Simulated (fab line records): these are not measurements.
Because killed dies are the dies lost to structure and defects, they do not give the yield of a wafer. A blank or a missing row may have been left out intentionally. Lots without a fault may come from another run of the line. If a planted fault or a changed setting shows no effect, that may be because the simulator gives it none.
Which tool did it? || flow nandHarc || 24 lots, 72 wafers sampled, at 5 steps of a route of 1302

## WHAT THE GAUGES READ, wafer by wafer
NHARC_A_ZERO_WELL_CD_MEAS_10: target cd 2000 nm.
{"lot": "L074", "measured": "day 6 14:41", "on": "cdSem-02", "cdNm (nm)": "1998.4 1998.2 1996.3"}
{"lot": "L076", "measured": "day 7 11:09", "on": "cdSem-03", "cdNm (nm)": "1999.4 1998.8 1997.5"}
{"lot": "L075", "measured": "day 7 11:59", "on": "cdSem-02", "cdNm (nm)": "1997.8 1999.5 2003.2"}
{"lot": "L077", "measured": "day 8 03:39", "on": "cdSem-03", "cdNm (nm)": "2002.2 2000.6 1998.4"}
{"lot": "L078", "measured": "day 8 07:32", "on": "cdSem-01", "cdNm (nm)": "2002.2 1999.0 1999.5"}
{"lot": "L079", "measured": "day 9 00:26", "on": "cdSem-01", "cdNm (nm)": "2000.0 1998.1 1999.1"}
{"lot": "L080", "measured": "day 9 10:18", "on": "cdSem-03", "cdNm (nm)": "2000.0 2004.0 2001.0"}
{"lot": "L081", "measured": "day 9 22:59", "on": "cdSem-02", "cdNm (nm)": "1999.6 1997.7 2002.2"}
{"lot": "L082", "measured": "day 10 05:08", "on": "cdSem-02", "cdNm (nm)": "2001.0 1997.3 1999.6"}
{"lot": "L083", "measured": "day 11 01:22", "on": "cdSem-01", "cdNm (nm)": "1998.8 1998.6 2002.3"}
{"lot": "L085", "measured": "day 11 09:44", "on": "cdSem-03", "cdNm (nm)": "1998.8 1999.9 1998.3"}
{"lot": "L084", "measured": "day 11 10:05", "on": "cdSem-01", "cdNm (nm)": "1999.4 1997.4 1999.8"}
{"lot": "L086", "measured": "day 11 22:59", "on": "cdSem-03", "cdNm (nm)": "1998.8 1999.6 2002.1"}
{"lot": "L087", "measured": "day 12 02:04", "on": "cdSem-02", "cdNm (nm)": "2001.4 1999.9 2000.1"}
{"lot": "L088", "measured": "day 12 20:44", "on": "cdSem-01", "cdNm (nm)": "2000.4 2002.5 1999.8"}
{"lot": "L089", "measured": "day 12 21:34", "on": "cdSem-02", "cdNm (nm)": "1997.5 1997.5 2000.8"}
{"lot": "L090", "measured": "day 13 08:44", "on": "cdSem-03", "cdNm (nm)": "1999.1 1998.8 2001.7"}
{"lot": "L091", "measured": "day 13 21:58", "on": "cdSem-02", "cdNm (nm)": "2003.9 2000.0 1997.9"}
{"lot": "L092", "measured": "day 14 04:11", "on": "cdSem-03", "cdNm (nm)": "2000.4 2000.3 1998.8"}
{"lot": "L093", "measured": "day 14 14:28", "on": "cdSem-02", "cdNm (nm)": "1998.7 2000.2 1998.5"}
{"lot": "L094", "measured": "day 15 01:18", "on": "cdSem-03", "cdNm (nm)": "1999.2 1999.8 1997.7"}
{"lot": "L095", "measured": "day 15 16:22", "on": "cdSem-01", "cdNm (nm)": "1997.0 1998.2 2001.0"}
{"lot": "L096", "measured": "day 15 19:46", "on": "cdSem-02", "cdNm (nm)": "2000.2 1999.6 1999.7"}
{"lot": "L097", "measured": "day 16 07:10", "on": "cdSem-01", "cdNm (nm)": "1997.5 1996.1 1997.7"}

NHARC_A_ONON_D1_THK_MEAS_11: measures by ellipsometry.
{"lot": "L074", "measured": "day 7 15:49", "on": "filmMetro-01", "thkNm (nm)": "989 989 989"}
{"lot": "L076", "measured": "day 8 10:43", "on": "filmMetro-02", "thkNm (nm)": "1012 1009 1011"}
{"lot": "L075", "measured": "day 8 10:43", "on": "filmMetro-01", "thkNm (nm)": "991 990 991"}
{"lot": "L077", "measured": "day 9 02:56", "on": "filmMetro-01", "thkNm (nm)": "997 995 998"}
{"lot": "L078", "measured": "day 9 08:01", "on": "filmMetro-01", "thkNm (nm)": "1005 1005 1006"}
{"lot": "L079", "measured": "day 10 01:29", "on": "filmMetro-01", "thkNm (nm)": "1001 999 998"}
{"lot": "L080", "measured": "day 10 11:05", "on": "filmMetro-01", "thkNm (nm)": "1005 1007 1007"}
{"lot": "L081", "measured": "day 10 23:55", "on": "filmMetro-01", "thkNm (nm)": "1013 1017 1016"}
{"lot": "L082", "measured": "day 11 04:46", "on": "filmMetro-01", "thkNm (nm)": "1003 1001 1001"}
{"lot": "L083", "measured": "day 12 00:58", "on": "filmMetro-01", "thkNm (nm)": "998 997 997"}
{"lot": "L085", "measured": "day 12 09:44", "on": "filmMetro-02", "thkNm (nm)": "1003 1004 1005"}
{"lot": "L084", "measured": "day 12 10:05", "on": "filmMetro-02", "thkNm (nm)": "1016 1017 1018"}
{"lot": "L086", "measured": "day 13 00:03", "on": "filmMetro-02", "thkNm (nm)": "991 992 993"}
{"lot": "L087", "measured": "day 13 00:05", "on": "filmMetro-01", "thkNm (nm)": "1003 1003 1001"}
{"lot": "L088", "measured": "day 13 20:32", "on": "filmMetro-02", "thkNm (nm)": "1010 1010 1010"}
{"lot": "L089", "measured": "day 13 20:33", "on": "filmMetro-01", "thkNm (nm)": "995 994 994"}
{"lot": "L090", "measured": "day 14 08:31", "on": "filmMetro-01", "thkNm (nm)": "1017 1015 1016"}
{"lot": "L091", "measured": "day 15 00:55", "on": "filmMetro-02", "thkNm (nm)": "997 996 996"}
{"lot": "L092", "measured": "day 15 05:00", "on": "filmMetro-02", "thkNm (nm)": "1001 1000 1000"}
{"lot": "L093", "measured": "day 15 15:23", "on": "filmMetro-01", "thkNm (nm)": "997 995 998"}
{"lot": "L094", "measured": "day 16 00:59", "on": "filmMetro-01", "thkNm (nm)": "985 985 986"}
{"lot": "L095", "measured": "day 16 16:20", "on": "filmMetro-01", "thkNm (nm)": "1002 1002 1001"}
{"lot": "L096", "measured": "day 16 20:46", "on": "filmMetro-01", "thkNm (nm)": "992 993 991"}
{"lot": "L097", "measured": "day 17 09:03", "on": "filmMetro-02", "thkNm (nm)": "996 997 996"}

NHARC_A_ONON_D1_INSPECT_32.
{"lot": "L074", "measured": "day 8 02:59", "on": "defectInspect-02", "rawDefectCount": "66 58 43"}
{"lot": "L076", "measured": "day 8 23:02", "on": "defectInspect-01", "rawDefectCount": "51 77 75"}
{"lot": "L075", "measured": "day 8 23:10", "on": "defectInspect-02", "rawDefectCount": "81 110 158"}
{"lot": "L077", "measured": "day 9 14:20", "on": "defectInspect-01", "rawDefectCount": "113 63 58"}
{"lot": "L078", "measured": "day 9 19:07", "on": "defectInspect-01", "rawDefectCount": "56 71 58"}
{"lot": "L079", "measured": "day 10 16:43", "on": "defectInspect-02", "rawDefectCount": "96 94 88"}
{"lot": "L080", "measured": "day 11 01:55", "on": "defectInspect-01", "rawDefectCount": "87 104 100"}
{"lot": "L081", "measured": "day 11 10:50", "on": "defectInspect-02", "rawDefectCount": "59 61 61"}
{"lot": "L082", "measured": "day 11 16:07", "on": "defectInspect-01", "rawDefectCount": "52 122 101"}
{"lot": "L083", "measured": "day 12 14:48", "on": "defectInspect-02", "rawDefectCount": "43 72 66"}
{"lot": "L085", "measured": "day 12 22:19", "on": "defectInspect-01", "rawDefectCount": "62 68 51"}
{"lot": "L084", "measured": "day 12 22:17", "on": "defectInspect-02", "rawDefectCount": "57 58 38"}
{"lot": "L086", "measured": "day 13 11:31", "on": "defectInspect-01", "rawDefectCount": "83 54 66"}
{"lot": "L087", "measured": "day 13 11:32", "on": "defectInspect-02", "rawDefectCount": "57 72 68"}
{"lot": "L088", "measured": "day 14 08:52", "on": "defectInspect-02", "rawDefectCount": "148 121 149"}
{"lot": "L089", "measured": "day 14 08:43", "on": "defectInspect-01", "rawDefectCount": "87 43 77"}
{"lot": "L090", "measured": "day 14 21:01", "on": "defectInspect-02", "rawDefectCount": "91 58 82"}
{"lot": "L091", "measured": "day 15 11:52", "on": "defectInspect-01", "rawDefectCount": "79 164 63"}
{"lot": "L092", "measured": "day 15 16:10", "on": "defectInspect-02", "rawDefectCount": "122 73 69"}
{"lot": "L093", "measured": "day 16 04:29", "on": "defectInspect-02", "rawDefectCount": "67 41 70"}
{"lot": "L094", "measured": "day 16 11:58", "on": "defectInspect-02", "rawDefectCount": "84 88 74"}
{"lot": "L095", "measured": "day 17 03:50", "on": "defectInspect-02", "rawDefectCount": "57 108 80"}
{"lot": "L096", "measured": "day 17 07:58", "on": "defectInspect-02", "rawDefectCount": "55 47 62"}
{"lot": "L097", "measured": "day 17 20:10", "on": "defectInspect-02", "rawDefectCount": "52 49 44"}

NHARC_A_CHANNEL_HOLE_D1_INSPECT_40.
{"lot": "L074", "measured": "day 8 15:31", "on": "defectInspect-02", "rawDefectCount": "106 84 93"}
{"lot": "L076", "measured": "day 9 08:50", "on": "defectInspect-02", "rawDefectCount": "25 28 54"}
{"lot": "L075", "measured": "day 9 09:49", "on": "defectInspect-02", "rawDefectCount": "76 111 121"}
{"lot": "L077", "measured": "day 10 02:19", "on": "defectInspect-01", "rawDefectCount": "64 46 39"}
{"lot": "L078", "measured": "day 10 05:47", "on": "defectInspect-02", "rawDefectCount": "104 110 105"}
{"lot": "L079", "measured": "day 11 03:01", "on": "defectInspect-01", "rawDefectCount": "51 51 38"}
{"lot": "L080", "measured": "day 11 12:28", "on": "defectInspect-01", "rawDefectCount": "84 74 64"}
{"lot": "L081", "measured": "day 11 23:37", "on": "defectInspect-02", "rawDefectCount": "85 116 88"}
{"lot": "L082", "measured": "day 12 09:23", "on": "defectInspect-01", "rawDefectCount": "29 40 25"}
{"lot": "L083", "measured": "day 13 07:45", "on": "defectInspect-01", "rawDefectCount": "97 73 56"}
{"lot": "L085", "measured": "day 13 11:56", "on": "defectInspect-02", "rawDefectCount": "82 70 39"}
{"lot": "L084", "measured": "day 13 10:04", "on": "defectInspect-01", "rawDefectCount": "76 95 91"}
{"lot": "L086", "measured": "day 14 05:03", "on": "defectInspect-01", "rawDefectCount": "123 70 120"}
{"lot": "L087", "measured": "day 14 01:47", "on": "defectInspect-01", "rawDefectCount": "41 62 39"}
{"lot": "L088", "measured": "day 14 23:56", "on": "defectInspect-01", "rawDefectCount": "97 71 97"}
{"lot": "L089", "measured": "day 14 19:48", "on": "defectInspect-02", "rawDefectCount": "84 101 89"}
{"lot": "L090", "measured": "day 15 06:44", "on": "defectInspect-01", "rawDefectCount": "66 70 56"}
{"lot": "L091", "measured": "day 16 02:08", "on": "defectInspect-01", "rawDefectCount": "58 74 77"}
{"lot": "L092", "measured": "day 16 06:17", "on": "defectInspect-01", "rawDefectCount": "51 56 36"}
{"lot": "L093", "measured": "day 16 21:51", "on": "defectInspect-02", "rawDefectCount": "88 86 97"}
{"lot": "L094", "measured": "day 16 23:25", "on": "defectInspect-02", "rawDefectCount": "63 43 63"}
{"lot": "L095", "measured": "day 17 19:10", "on": "defectInspect-02", "rawDefectCount": "65 61 42"}
{"lot": "L096", "measured": "day 17 20:14", "on": "defectInspect-01", "rawDefectCount": "75 54 56"}
{"lot": "L097", "measured": "day 18 06:22", "on": "defectInspect-02", "rawDefectCount": "50 68 57"}

## WHICH TOOL RAN EACH LOT (tool, then ch and the chambers of the sampled wafers, then the start)
{"lot": "L074", "NHARC_A_ZERO_WELL_RTA_16": "rtpAnneal-02 ch 0, day 6 16:02"}
{"lot": "L076", "NHARC_A_ZERO_WELL_RTA_16": "rtpAnneal-01 ch 0, day 7 12:26"}
{"lot": "L075", "NHARC_A_ZERO_WELL_RTA_16": "rtpAnneal-02 ch 0, day 7 13:37"}
{"lot": "L077", "NHARC_A_ZERO_WELL_RTA_16": "rtpAnneal-02 ch 0, day 8 05:01"}
{"lot": "L078", "NHARC_A_ZERO_WELL_RTA_16": "rtpAnneal-02 ch 0, day 8 08:53"}
{"lot": "L079", "NHARC_A_ZERO_WELL_RTA_16": "rtpAnneal-02 ch 0, day 9 01:48"}
{"lot": "L080", "NHARC_A_ZERO_WELL_RTA_16": "rtpAnneal-01 ch 0, day 9 11:53"}
{"lot": "L081", "NHARC_A_ZERO_WELL_RTA_16": "rtpAnneal-02 ch 0, day 10 00:17"}
{"lot": "L082", "NHARC_A_ZERO_WELL_RTA_16": "rtpAnneal-02 ch 0, day 10 06:28"}
{"lot": "L083", "NHARC_A_ZERO_WELL_RTA_16": "rtpAnneal-02 ch 0, day 11 02:38"}
{"lot": "L085", "NHARC_A_ZERO_WELL_RTA_16": "rtpAnneal-01 ch 0, day 11 11:01"}
{"lot": "L084", "NHARC_A_ZERO_WELL_RTA_16": "rtpAnneal-01 ch 0, day 11 11:22"}
{"lot": "L086", "NHARC_A_ZERO_WELL_RTA_16": "rtpAnneal-02 ch 0, day 12 00:19"}
{"lot": "L087", "NHARC_A_ZERO_WELL_RTA_16": "rtpAnneal-01 ch 0, day 12 03:21"}
{"lot": "L088", "NHARC_A_ZERO_WELL_RTA_16": "rtpAnneal-01 ch 0, day 12 22:07"}
{"lot": "L089", "NHARC_A_ZERO_WELL_RTA_16": "rtpAnneal-01 ch 0, day 12 22:53"}
{"lot": "L090", "NHARC_A_ZERO_WELL_RTA_16": "rtpAnneal-01 ch 0, day 13 10:02"}
{"lot": "L091", "NHARC_A_ZERO_WELL_RTA_16": "rtpAnneal-01 ch 0, day 13 23:16"}
{"lot": "L092", "NHARC_A_ZERO_WELL_RTA_16": "rtpAnneal-02 ch 0, day 14 05:27"}
{"lot": "L093", "NHARC_A_ZERO_WELL_RTA_16": "rtpAnneal-02 ch 0, day 14 15:43"}
{"lot": "L094", "NHARC_A_ZERO_WELL_RTA_16": "rtpAnneal-02 ch 0, day 15 02:35"}
{"lot": "L095", "NHARC_A_ZERO_WELL_RTA_16": "rtpAnneal-02 ch 0, day 15 17:38"}
{"lot": "L096", "NHARC_A_ZERO_WELL_RTA_16": "rtpAnneal-02 ch 0, day 15 21:07"}
{"lot": "L097", "NHARC_A_ZERO_WELL_RTA_16": "rtpAnneal-02 ch 0, day 16 08:31"}
- NHARC_A_ZERO_WELL_RTA_16: time 10 s.

## WHAT THE TOOLS THEMSELVES READ (means of the sampled wafers that have a number; where no wafer has one, the mark that the record gives instead)
NHARC_A_ZERO_WELL_RTA_16.
{"lot": "L074", "tool": "rtpAnneal-02", "annealTempCMax": 1006.8, "lampPowerPct (%)": 29.0, "lamp_zone_3_pct (%)": 29.1, "lamp_zone_6_pct (%)": 29.0, "wafer_temp_C_max": 1007.9}
{"lot": "L076", "tool": "rtpAnneal-01", "annealTempCMax": 1006.6, "lampPowerPct (%)": 35.0, "lamp_zone_3_pct (%)": 35.0, "lamp_zone_6_pct (%)": 34.9, "wafer_temp_C_max": 1007.5}
{"lot": "L075", "tool": "rtpAnneal-02", "annealTempCMax": 1006.9, "lampPowerPct (%)": 29.0, "lamp_zone_3_pct (%)": 29.1, "lamp_zone_6_pct (%)": 29.0, "wafer_temp_C_max": 1008.3}
{"lot": "L077", "tool": "rtpAnneal-02", "annealTempCMax": 1006.3, "lampPowerPct (%)": 29.0, "lamp_zone_3_pct (%)": 29.0, "lamp_zone_6_pct (%)": 28.9, "wafer_temp_C_max": 1006.8}
{"lot": "L078", "tool": "rtpAnneal-02", "annealTempCMax": 1006.9, "lampPowerPct (%)": 29.0, "lamp_zone_3_pct (%)": 29.0, "lamp_zone_6_pct (%)": 29.0, "wafer_temp_C_max": 1007.9}
{"lot": "L079", "tool": "rtpAnneal-02", "annealTempCMax": 1006.5, "lampPowerPct (%)": 29.0, "lamp_zone_3_pct (%)": 29.0, "lamp_zone_6_pct (%)": 29.0, "wafer_temp_C_max": 1007.1}
{"lot": "L080", "tool": "rtpAnneal-01", "annealTempCMax": 1006.5, "lampPowerPct (%)": 35.0, "lamp_zone_3_pct (%)": 35.0, "lamp_zone_6_pct (%)": 34.9, "wafer_temp_C_max": 1007.3}
{"lot": "L081", "tool": "rtpAnneal-02", "annealTempCMax": 1006.2, "lampPowerPct (%)": 29.0, "lamp_zone_3_pct (%)": 29.0, "lamp_zone_6_pct (%)": 29.0, "wafer_temp_C_max": 1009.5}
{"lot": "L082", "tool": "rtpAnneal-02", "annealTempCMax": 1006.2, "lampPowerPct (%)": 29.0, "lamp_zone_3_pct (%)": 29.0, "lamp_zone_6_pct (%)": 29.0, "wafer_temp_C_max": 1007.6}
{"lot": "L083", "tool": "rtpAnneal-02", "annealTempCMax": 1006.8, "lampPowerPct (%)": 29.1, "lamp_zone_3_pct (%)": 29.0, "lamp_zone_6_pct (%)": 29.0, "wafer_temp_C_max": 1008.3}
{"lot": "L085", "tool": "rtpAnneal-01", "annealTempCMax": 1007.2, "lampPowerPct (%)": 35.0, "lamp_zone_3_pct (%)": 35.0, "lamp_zone_6_pct (%)": 35.0, "wafer_temp_C_max": 1006.2}
{"lot": "L084", "tool": "rtpAnneal-01", "annealTempCMax": 1008.4, "lampPowerPct (%)": 35.0, "lamp_zone_3_pct (%)": 35.0, "lamp_zone_6_pct (%)": 34.9, "wafer_temp_C_max": 1007.6}
{"lot": "L086", "tool": "rtpAnneal-02", "annealTempCMax": 1006.2, "lampPowerPct (%)": 29.0, "lamp_zone_3_pct (%)": 29.0, "lamp_zone_6_pct (%)": 29.0, "wafer_temp_C_max": 1008.1}
{"lot": "L087", "tool": "rtpAnneal-01", "annealTempCMax": 1007.2, "lampPowerPct (%)": 34.9, "lamp_zone_3_pct (%)": 34.9, "lamp_zone_6_pct (%)": 34.9, "wafer_temp_C_max": 1008.0}
{"lot": "L088", "tool": "rtpAnneal-01", "annealTempCMax": 1005.8, "lampPowerPct (%)": 35.0, "lamp_zone_3_pct (%)": 35.0, "lamp_zone_6_pct (%)": 34.9, "wafer_temp_C_max": 1007.5}
{"lot": "L089", "tool": "rtpAnneal-01", "annealTempCMax": 1005.8, "lampPowerPct (%)": 35.0, "lamp_zone_3_pct (%)": 35.0, "lamp_zone_6_pct (%)": 34.9, "wafer_temp_C_max": 1006.7}
{"lot": "L090", "tool": "rtpAnneal-01", "annealTempCMax": 1007.0, "lampPowerPct (%)": 35.0, "lamp_zone_3_pct (%)": 35.0, "lamp_zone_6_pct (%)": 34.9, "wafer_temp_C_max": 1007.5}
{"lot": "L091", "tool": "rtpAnneal-01", "annealTempCMax": 1006.6, "lampPowerPct (%)": 35.0, "lamp_zone_3_pct (%)": 35.0, "lamp_zone_6_pct (%)": 34.9, "wafer_temp_C_max": 1006.3}
{"lot": "L092", "tool": "rtpAnneal-02", "annealTempCMax": 1007.3, "lampPowerPct (%)": 29.0, "lamp_zone_3_pct (%)": 29.1, "lamp_zone_6_pct (%)": 29.0, "wafer_temp_C_max": 1006.9}
{"lot": "L093", "tool": "rtpAnneal-02", "annealTempCMax": 1006.8, "lampPowerPct (%)": 29.0, "lamp_zone_3_pct (%)": 29.0, "lamp_zone_6_pct (%)": 29.0, "wafer_temp_C_max": 1008.8}
{"lot": "L094", "tool": "rtpAnneal-02", "annealTempCMax": 1007.3, "lampPowerPct (%)": 29.0, "lamp_zone_3_pct (%)": 29.0, "lamp_zone_6_pct (%)": 29.0, "wafer_temp_C_max": 1008.3}
{"lot": "L095", "tool": "rtpAnneal-02", "annealTempCMax": 1007.0, "lampPowerPct (%)": 29.1, "lamp_zone_3_pct (%)": 29.0, "lamp_zone_6_pct (%)": 28.9, "wafer_temp_C_max": 1008.4}
{"lot": "L096", "tool": "rtpAnneal-02", "annealTempCMax": 1006.1, "lampPowerPct (%)": 29.1, "lamp_zone_3_pct (%)": 29.0, "lamp_zone_6_pct (%)": 29.0, "wafer_temp_C_max": 1008.3}
{"lot": "L097", "tool": "rtpAnneal-02", "annealTempCMax": 1006.0, "lampPowerPct (%)": 29.0, "lamp_zone_3_pct (%)": 29.0, "lamp_zone_6_pct (%)": 29.0, "wafer_temp_C_max": 1010.2}

## THE ANSWER, worked out from the rows above alone
Rule: what is usual is taken from the lots themselves. Put in order of their means at a reading, lots are off if they are a third of the lots or fewer, leave a main group of 4 or more, and stand apart from it by a gap of 3 or more times the standard deviation of the main group's means; of several such gaps the widest counts. A main group whose means are all the same, to the digits that the tables above print for the reading, isn't used. A lot without any number at a reading at which 4 lots or more have one is off too. Any other lot the step has rows for is counted as sound. First the gauges in route order, then the tools' own readings, where a lot's mean is used as printed above. At the first step where some lot is off, the reading lying furthest off is the one used; lots without a number count as furthest.
Across all readings shown, no lot is off: no conclusion can be drawn from this.

## WHAT HAD BEEN PUT IN BY THE SIMULATOR
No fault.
